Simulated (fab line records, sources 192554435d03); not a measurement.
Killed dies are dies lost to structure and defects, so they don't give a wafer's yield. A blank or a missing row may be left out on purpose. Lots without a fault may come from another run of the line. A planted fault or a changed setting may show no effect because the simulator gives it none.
fab line records | flow n5_finfet
record lots=5 wafers=15 last_day=20
route steps=1938 shown WELL_APT@28 BEOL_M4@1111 PASSIVATION@1936
lots that met no fault: from a run of the same line without faults
start_h: hours from the record's first day to the start of the lot's first wafer shown | wait_h: hours since the lot's step before | " the same as in the row above | L1.1+2: a row that stands for several wafers | - no value, or no start given | * or withheld: withheld | < > ~ a bound
route shown NAME@n: a module of which the file shows steps, and the number in the route of the first | usual: mean/standard deviation of fault-free wafers | same: alike in all rows | chamber/n: place in a boat | sites: the reading at each site | _std_site: their standard deviation | _edge_site: outer sites' mean less inner sites' | radius_mm: how far each site lies from the wafer's centre | mask NAME#n: copy n | behind: the tool/chamber that last shaped the wafer | hold: why the lot was held/for how many hours/how that ended | device: the transistor (n, p or np) that didn't switch | end of line: the same wafers' tests at the end of the route | a step without rows: its recipe alone | killed: dies lost to structure and defects at the first sort, not the wafer's yield | map: a wafer's dies, x killed, . not, _ none there
set.NAME: the setting as run; set.NAME@STEP: as run at that earlier step | model.NAME: the simulator's own value behind a step, which no gauge read
lots at some steps of the route; a table a step, a row a wafer
services: from which hour (start_h, from the record's first day; less than 0 if before it) a tool's chamber was out of use, for how many hours, and why
## steps
# step N5_WELL_APT_CD_MEAS_08
# recipe target_cd_nm=200 landing_energy_ev=500 detector=se_inlens
# usual cd_nm=199.2/1.6
# columns lot.wafer tool chamber start_h wait_h cd_nm
L651.2 cd_sem-01 0 13.84 - 199.7
L651.3 " 0 " " 198.1
L651.4 " 0 " " 196.6
L661.1 cd_sem-01 0 73.81 - 197.5
L661.4 " 0 " " 199.7
L661.5 " 0 " " 198.8
L663.1 cd_sem-01 0 85.76 - 199.3
L663.2 " 0 " " 201.7
L663.6 " 0 " " 198.0
L673.1 cd_sem-03 0 145.68 - 200.8
L673.2 " 0 " " 199.3
L673.6 " 0 " " 196.8
L674.1 cd_sem-03 0 151.76 - 200.2
L674.2 " 0 " " 200.5
L674.5 " 0 " " 202.2
# step N5_WELL_APT_OVL_MEAS_09
# recipe points_per_wafer=44
# usual NWELL_OVL=5/5.8
# columns lot.wafer tool chamber start_h wait_h NWELL_OVL[nm]
L651.2 overlay-01 0 13.87 0.0 0
L651.3 " 0 " " -2
L651.4 " 0 " " 11
L661.1 overlay-02 0 73.84 0.0 1
L661.4 " 0 " " 4
L661.5 " 0 " " 4
L663.1 overlay-01 0 85.79 0.0 1
L663.2 " 0 " " 7
L663.6 " 0 " " 4
L673.1 overlay-01 0 145.71 0.0 -6
L673.2 " 0 " " -5
L673.6 " 0 " " -8
L674.1 overlay-01 0 151.79 0.0 11
L674.2 " 0 " " 6
L674.5 " 0 " " 14
# step N5_WELL_APT_INSPECT_10
# recipe mode=adi inspect_instrument=macro
# usual raw_defect_count=2.0/1.5
# columns lot.wafer tool chamber start_h wait_h raw_defect_count
L651.2 defect_inspect-01 - 13.90 0.0 4
L651.3 " - " " 2
L651.4 " - " " 3
L661.1 defect_inspect-02 - 73.86 0.0 1
L661.4 " - " " 1
L661.5 " - " " 1
L663.1 defect_inspect-02 - 85.82 0.0 5
L663.2 " - " " 1
L663.6 " - " " 4
L673.1 defect_inspect-01 - 145.74 0.0 2
L673.2 " - " " 3
L673.6 " - " " 2
L674.1 defect_inspect-01 - 151.81 0.0 4
L674.2 " - " " 3
L674.5 " - " " 2
# step N5_WELL_APT_DESCUM_13
# recipe chemistry=O2 time_s=7.9 source_power_w=50 bias_power_w=20 pressure_mtorr=20 rf_frequency_hz=2.712e+07 temp_c=40 o2_flow_sccm=225
# usual drypump_motor_current_A=5.9/0.58 oes_product_au=0.80/0.089 rf_vpp_V=243.2/1.5 showerhead_plenum_p_Torr=2.10/0.085 throttle_valve_pct=20.34/0.24
# columns lot.wafer tool chamber start_h wait_h drypump_motor_current_A oes_product_au rf_hours_counter_h rf_vpp_V showerhead_plenum_p_Torr throttle_valve_pct
L651.2 rie_diel-05 0 13.93 0.0 6.4 0.73 195 242.4 1.98 20.76
L651.3 " 1 " " 5.2 0.76 157 242.0 2.08 20.08
L651.4 " 2 " " 5.8 0.92 16 243.9 2.14 20.02
L661.1 rie_diel-02 1 73.90 0.0 5.6 0.68 256 242.0 2.07 20.46
L661.4 " 3 " " 6.8 0.87 - 246.0 2.25 20.61
L661.5 " 1 " " 5.6 0.68 - 243.0 2.07 20.46
L663.1 rie_diel-02 0 85.85 0.0 5.3 0.93 3 245.8 2.22 20.31
L663.2 " 2 " " 6.5 0.81 112 243.0 2.02 20.41
L663.6 " 2 " " 6.5 0.80 - 241.5 2.02 20.41
L673.1 rie_diel-05 3 145.86 0.1 5.3 0.74 174 244.0 2.09 20.19
L673.2 " 2 " " 5.8 0.85 59 244.3 2.12 20.07
L673.6 " 2 " " 5.8 0.87 - 243.3 2.12 20.06
L674.1 rie_diel-02 2 152.09 0.3 6.5 0.78 138 241.9 2.01 20.45
L674.2 " 0 " " 5.3 0.86 29 246.1 2.21 20.36
L674.5 " 0 " " 5.3 0.87 - 244.7 2.21 20.34
# step N5_WELL_APT_IMPLANT_14
# recipe species=P energy_kev=160 dose_cm2=1.5e+13 tilt_deg=0 rotation_deg=0
# step N5_WELL_APT_IMPLANT_15
# recipe species=As energy_kev=25 dose_cm2=1.5e+13 tilt_deg=0 rotation_deg=0
# step N5_WELL_APT_STRIP_16
# recipe chemistry=SPM time_s=900 temp_c=130 h2so4_h2o2_vol_ratio=4 dry=ipa_marangoni
# step N5_WELL_APT_HMDS_18
# recipe time_s=60 temp_c=120
# step N5_WELL_APT_COAT_19
# recipe spin_rpm=1357 resist_thk_nm=950
# step N5_WELL_APT_EBR_21
# recipe solvent=PGMEA ebr_width_mm=1.5
# step N5_WELL_APT_SOFTBAKE_20
# recipe temp_c=130 time_s=60
# step N5_WELL_APT_EXPOSE_22
# recipe mask_id=PWELL na=0.8 source_shape=conventional sigma_outer=0.8 polarization=unpolarized defocus_nm=0 target_cd_nm=200 dose_mj=23.2
# step N5_WELL_APT_PEB_23
# recipe peb_temp_c=130 peb_time_s=90
# columns lot.wafer tool chamber start_h wait_h
L651.2+3+4 litho_track-02 0 14.85 0.0
L661.1+4+5 litho_track-05 0 74.96 0.1
L663.1+2+6 litho_track-02 0 94.02 0.1
L673.1+2+6 litho_track-05 0 146.78 0.1
L674.1+2+5 litho_track-02 0 153.13 0.1
# step N5_WELL_APT_DEVELOP_24
# recipe develop_time_s=45 rinse_liquid=surfactant_rinse dry=air_spin dev_temp_c=21
# step N5_WELL_APT_HARDBAKE_29
# recipe temp_c=130 time_s=120
# step N5_WELL_APT_CD_MEAS_25
# recipe target_cd_nm=200 landing_energy_ev=500 detector=se_inlens
# usual cd_nm=199.5/1.7
# columns lot.wafer tool chamber start_h wait_h cd_nm
L651.2 cd_sem-01 0 14.96 - 199.0
L651.3 " 0 " " 201.9
L651.4 " 0 " " 200.4
L661.1 cd_sem-01 0 75.07 - 197.6
L661.4 " 0 " " 198.2
L661.5 " 0 " " 205.7
L663.1 cd_sem-01 0 94.14 - 199.3
L663.2 " 0 " " 199.5
L663.6 " 0 " " 199.8
L673.1 cd_sem-03 0 146.89 - 201.9
L673.2 " 0 " " 201.4
L673.6 " 0 " " 201.9
L674.1 cd_sem-02 0 153.24 - 198.6
L674.2 " 0 " " 201.9
L674.5 " 0 " " 200.9
# step N5_WELL_APT_OVL_MEAS_26
# recipe points_per_wafer=44
# usual PWELL_OVL=0/5.4
# columns lot.wafer tool chamber start_h wait_h PWELL_OVL[nm]
L651.2 overlay-01 0 14.99 0.0 2
L651.3 " 0 " " 6
L651.4 " 0 " " 5
L661.1 overlay-01 0 75.10 0.0 8
L661.4 " 0 " " 7
L661.5 " 0 " " -2
L663.1 overlay-02 0 94.17 0.0 3
L663.2 " 0 " " 9
L663.6 " 0 " " 2
L673.1 overlay-01 0 146.92 0.0 1
L673.2 " 0 " " 4
L673.6 " 0 " " -1
L674.1 overlay-01 0 153.31 0.1 6
L674.2 " 0 " " 6
L674.5 " 0 " " 7
# step N5_WELL_APT_INSPECT_27
# recipe mode=adi inspect_instrument=macro
# usual raw_defect_count=2.2/1.4
# columns lot.wafer tool chamber start_h wait_h raw_defect_count
L651.2 defect_inspect-01 - 15.02 0.0 4
L651.3 " - " " 3
L651.4 " - " " 1
L661.1 defect_inspect-01 - 75.13 0.0 5
L661.4 " - " " 6
L661.5 " - " " 2
L663.1 defect_inspect-01 - 94.19 0.0 2
L663.2 " - " " 3
L663.6 " - " " 1
L673.1 defect_inspect-02 - 146.95 0.0 2
L673.2 " - " " 4
L673.6 " - " " 1
L674.1 defect_inspect-01 - 153.33 0.0 3
L674.2 " - " " 2
L674.5 " - " " 3
# step N5_WELL_APT_DESCUM_30
# recipe chemistry=O2 time_s=7.9 source_power_w=50 bias_power_w=20 pressure_mtorr=20 rf_frequency_hz=2.712e+07 temp_c=40 o2_flow_sccm=225
# usual drypump_motor_current_A=5.9/0.57 oes_product_au=0.80/0.092 rf_vpp_V=242.8/1.5 showerhead_plenum_p_Torr=2.08/0.085 throttle_valve_pct=20.36/0.23
# columns lot.wafer tool chamber start_h wait_h drypump_motor_current_A oes_product_au rf_hours_counter_h rf_vpp_V showerhead_plenum_p_Torr throttle_valve_pct model.WELL_APT.cd_nm
L651.2 rie_diel-05 2 15.05 0.0 5.9 0.93 17 244.4 2.14 20.01 198.8
L651.3 " 3 " " 5.3 0.76 133 243.8 2.10 20.13 201.8
L651.4 " 1 " " 5.2 0.76 158 242.1 2.08 20.07 200.6
L661.1 rie_diel-03 2 75.16 0.0 5.7 0.68 226 240.4 1.99 20.62 197.6
L661.4 " 0 " " 5.0 0.73 171 244.7 2.09 20.10 198.1
L661.5 " 3 " " 5.9 0.68 - 242.0 1.98 20.44 205.8
L663.1 rie_diel-05 0 94.23 0.0 6.4 0.71 217 240.1 1.98 20.80 199.4
L663.2 " 2 " " 5.8 0.89 43 243.3 2.13 20.06 199.6
L663.6 " 3 " " 5.3 0.75 - 242.9 2.09 20.17 199.8
L673.1 rie_diel-02 1 146.98 0.0 5.6 0.92 17 240.9 2.06 20.10 201.9
L673.2 " 2 " " 6.4 0.79 136 242.1 2.01 20.44 201.6
L673.6 " 0 " " 5.3 0.87 - 244.7 2.21 20.35 201.9
L674.1 rie_diel-02 1 153.37 0.0 5.6 0.92 19 242.5 2.06 20.11 198.6
L674.2 " 2 " " 6.5 0.79 138 240.8 2.01 20.44 201.5
L674.5 " 2 " " 6.5 0.78 - 241.3 2.01 20.43 201
# step N5_WELL_APT_IMPLANT_31
# recipe species=B energy_kev=60 dose_cm2=1.5e+13 tilt_deg=0 rotation_deg=0
# step N5_BEOL_M4_RC_MEAS_101
# usual DIBL_N=37.0/1.6 DIBL_P=37.0/2.1 IOFF_N=0.17/0.032 IOFF_P=0.22/0.043 ION_N=679/13 ION_P=465/9.5 SS_N=71.7/0.59 SS_P=73.6/0.64 VT_N=249/3.2 VT_P=-249/4.1
# columns lot.wafer tool chamber start_h wait_h DIBL_N[mV/V] DIBL_P[mV/V] IOFF_N[nA/um] IOFF_P[nA/um] ION_N[uA/um] ION_P[uA/um] SS_N[mV/dec] SS_P[mV/dec] VT_N[mV] VT_P[mV]
L651.2 prober-01 0 237.49 0.2 36.9 34.1 0.14 0.16 667 451 71.4 73.0 254 -256
L651.3 " 0 " " 38.1 35.5 0.16 0.18 668 454 72.6 74.3 252 -252
L651.4 " 0 " " 37.2 36.2 0.15 0.19 676 463 71.5 73.6 254 -253
L661.1 prober-01 0 289.07 0.0 39.7 42.0 0.23 0.27 693 471 72.8 74.5 243 -249
L661.4 " 0 " " 34.7 36.4 0.13 0.18 656 456 70.1 73.0 250 -253
L661.5 " 0 " " 38.4 39.7 0.19 0.23 675 462 71.6 74.8 248 -252
L663.1 prober-02 0 341.62 0.0 40.0 40.1 0.22 0.31 690 479 72.0 75.0 247 -243
L663.2 " 0 " " 36.0 35.6 0.15 0.24 681 478 71.6 73.0 248 -246
L663.6 " 0 " " 40.4 40.5 0.23 0.33 694 482 72.9 74.8 246 -240
L673.1 prober-02 0 374.74 0.0 37.8 37.2 0.20 0.27 697 484 71.3 73.4 244 -242
L673.2 " 0 " " 37.1 36.2 0.21 0.27 704 490 71.5 73.3 241 -244
L673.6 " 0 " " 35.9 35.0 0.17 0.24 691 480 71.5 73.6 247 -243
L674.1 prober-01 0 377.17 0.0 38.2 37.2 0.19 0.23 689 466 72.1 73.6 248 -249
L674.2 " 0 " " 37.0 35.8 0.16 0.20 669 456 72.4 73.4 249 -251
L674.5 " 0 " " 36.0 33.9 0.14 0.18 665 451 72.0 73.6 252 -252
# step N5_PASSIVATION_PROBE_49
# usual defect_limited_yield=91.2/1.6 killed_at_M0_to_M3=33/11 killed_at_M4_up=14/5 killed_at_contacts=12/5.8 killed_at_front_end=41/12 killed_at_other=3.5/2.9 killed_dies=104/19 killed_open=68/14 killed_short=34/8.8 sort_bin_4_leakage=0.00/0.017 sort_bin_5_function=5.2/1.1 sort_bin_6_memory=3.2/0.71 sort_n_pass=1076/19 sort_yield_pct=91.2/1.6
# same gross_dies=1180 killed_at_back_side=0 sort_bin_8_speed[%]=0
# columns lot.wafer tool chamber start_h wait_h defect_limited_yield[%] killed_at_M0_to_M3 killed_at_M4_up killed_at_contacts killed_at_front_end killed_at_other killed_dies killed_open killed_short sort_bin_4_leakage[%] sort_bin_5_function[%] sort_bin_6_memory[%] sort_n_pass sort_yield_pct[%]
L651.2 prober-01 - 344.76 0.5 92.3 28 18 21 23 1 91 69 19 0 4.7 2.5 1089 92.3
L651.3 prober-01 - 344.81 0.6 92.9 25 14 12 33 0 84 63 21 0 4.7 2.1 1096 92.9
L651.4 prober-01 - 344.86 0.6 92.8 18 12 14 40 1 85 61 24 0 4.4 2.7 1095 92.8
L661.1 prober-02 - 391.28 0.0 89.9 27 18 7 65 2 119 81 38 0 5.4 4.4 1061 89.9
L661.4 prober-02 - 391.43 0.2 93.0 18 19 13 31 2 83 56 22 0 4.1 2.4 1097 93.0
L661.5 prober-02 - 391.48 0.2 91.2 31 11 8 45 9 104 66 38 0 5.4 3.1 1076 91.2
L663.2 prober-02 - 456.81 0.1 92.2 26 6 8 45 7 92 49 35 0 4.3 2.4 1088 92.2
L673.1 prober-01 - 484.63 0.0 92.8 30 10 1 44 0 85 50 35 0 4.8 1.9 1095 92.8
L673.2 prober-01 - 484.68 0.1 91.2 47 19 4 34 0 104 72 28 0 5.0 3.4 1076 91.2
L673.6 prober-01 - 484.88 0.3 91.9 35 13 9 38 0 95 64 26 0 4.0 3.5 1085 91.9
# killed by level:class
L651.2 MOL_CONTACT_COAG:geometric_particle:open=19 BEOL_M4:geometric_particle:open=12 BEOL_M2:geometric_particle:open=9 BEOL_M3:geometric_particle:open=6 STI_FIN_REVEAL:geometric_particle:open=5 BEOL_M2:geometric_particle:short=5 FIN_SAQP:geometric_particle:open=4 BEOL_M0_SAQP:geometric_particle:open=4
L651.3 BEOL_M2:geometric_particle:open=11 MOL_CONTACT_COAG:geometric_particle:open=11 FIN_SAQP:geometric_particle:open=8 STI_FIN_REVEAL:geometric_particle:open=7 BEOL_M1:geometric_particle:open=6 STARTING-WAFER:geometric_particle:short=5 BEOL_M4:geometric_particle:open=4 BEOL_M4:geometric_particle:short=4
L651.4 MOL_CONTACT_COAG:geometric_particle:open=13 FIN_SAQP:geometric_particle:short=11 BEOL_M4:geometric_particle:open=9 FIN_SAQP:geometric_particle:open=7 BEOL_M2:geometric_particle:open=6 DUMMY_GATE:geometric_particle:open=5 BEOL_M3:geometric_particle:open=4 STARTING-WAFER:geometric_particle:open=4
L661.1 FIN_SAQP:geometric_particle:open=17 FIN_SAQP:geometric_particle:short=12 BEOL_M4:geometric_particle:open=9 STI_FIN_REVEAL:geometric_particle:open=8 BEOL_M0:geometric_particle:open=7 GATE_CUT:geometric_particle:open=6 GATE_CUT:geometric_particle:short=6 MOL_CONTACT_COAG:geometric_particle:open=6
L661.4 MOL_CONTACT_COAG:geometric_particle:open=11 BEOL_M4:geometric_particle:open=11 FIN_SAQP:geometric_particle:open=5 FIN_SAQP:geometric_particle:short=5 STI_FIN_REVEAL:geometric_particle:open=5 GATE_CUT:geometric_particle:open=5 BEOL_M5:geometric_particle:open=5 BEOL_M0_SAQP:geometric_particle:short=4
L661.5 STI_FIN_REVEAL:geometric_particle:open=14 FIN_SAQP:geometric_particle:open=10 BEOL_M0_SAQP:geometric_particle:open=9 FIN_SAQP:geometric_particle:short=7 MOL_CONTACT_COAG:geometric_particle:open=7 BEOL_M0_SAQP:geometric_particle:short=6 BEOL_M2:geometric_particle:open=5 GATE_CUT:geometric_particle:short=4
L663.2 STI_FIN_REVEAL:geometric_particle:open=12 BEOL_M0_SAQP:geometric_particle:open=11 BEOL_M0_SAQP:geometric_particle:short=7 HKMG_FIN:area_etch=7 STI_FIN_REVEAL:geometric_particle:short=6 MOL_CONTACT_COAG:geometric_particle:open=5 FIN_SAQP:geometric_particle:short=4 BEOL_M2:geometric_particle:open=4
L673.1 STI_FIN_REVEAL:geometric_particle:open=8 FIN_SAQP:geometric_particle:open=7 FIN_SAQP:geometric_particle:short=7 BEOL_M0_SAQP:geometric_particle:short=5 BEOL_M2:geometric_particle:open=5 BEOL_M1:geometric_particle:open=4 SPACER0:geometric_particle:open=4 BEOL_M0_SAQP:geometric_particle:open=4
L673.2 BEOL_M0_SAQP:geometric_particle:open=10 BEOL_M1:geometric_particle:open=10 BEOL_M2:geometric_particle:open=8 BEOL_M5:geometric_particle:open=7 BEOL_M0_SAQP:geometric_particle:short=6 FIN_SAQP:geometric_particle:short=5 STI_FIN_REVEAL:geometric_particle:open=5 DUMMY_GATE:geometric_particle:open=5
L673.6 BEOL_M2:geometric_particle:open=14 MOL_CONTACT_COAG:geometric_particle:open=8 STI_FIN_REVEAL:geometric_particle:open=6 SPACER0:geometric_particle:open=5 BEOL_M0_SAQP:geometric_particle:short=5 BEOL_M1:geometric_particle:open=5 BEOL_M4:geometric_particle:open=5 FIN_SAQP:geometric_particle:short=4
## services
# columns tool chamber start_h hours kind
rie_diel-02 3 -7.68 - clean
rie_diel-02 3 -7.68 - consumable_replace:focus_ring
rie_diel-02 3 -7.68 - consumable_replace:showerhead
rie_diel-02 3 -7.68 18.6 scheduled_down
rie_diel-02 3 -7.68 18.6 vent_cycle
rie_diel-02 1 5.13 11.9 repair
rie_diel-02 0 9.65 47.3 repair
rie_diel-03 2 21.06 2.4 repair
rie_diel-03 0 24.19 6.4 repair
rie_diel-05 0 42.29 10.2 repair
rie_diel-03 1 47.80 6.4 repair
rie_diel-02 3 56.63 1.3 repair
rie_diel-02 0 58.10 - clean
rie_diel-02 0 58.10 - consumable_replace:focus_ring
rie_diel-02 0 58.10 - consumable_replace:showerhead
rie_diel-02 0 58.10 22.5 scheduled_down
rie_diel-02 0 58.10 22.5 vent_cycle
rie_diel-02 1 80.63 - clean
rie_diel-02 1 80.63 - consumable_replace:focus_ring
rie_diel-02 1 80.63 17.0 scheduled_down
rie_diel-02 1 80.63 17.0 vent_cycle
rie_diel-03 2 92.46 1.3 repair
rie_diel-03 - 145.13 5.1 repair
rie_diel-05 - 153.20 0.2 repair
## key
first_sign step=N5_WELL_APT_CD_MEAS_25 reading=cd_nm direction=up sigmas=3.6 usual=199.5 struck=205.7
effect none on later readings
model_effect step=N5_WELL_APT_DESCUM_30 value=WELL_APT.cd_nm without=199.9 struck=205.8
met_at N5_WELL_APT_PEB_23
struck_wafers L661.5
fault kind=process_parameter_drift tool=litho_track-05 chamber=- onset_h=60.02 steps=N5_WELL_APT_PEB_23 channel=peb_time_s offset=* shape=step end_h=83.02 scope=struck_wafers_only acts_in=* stated=*
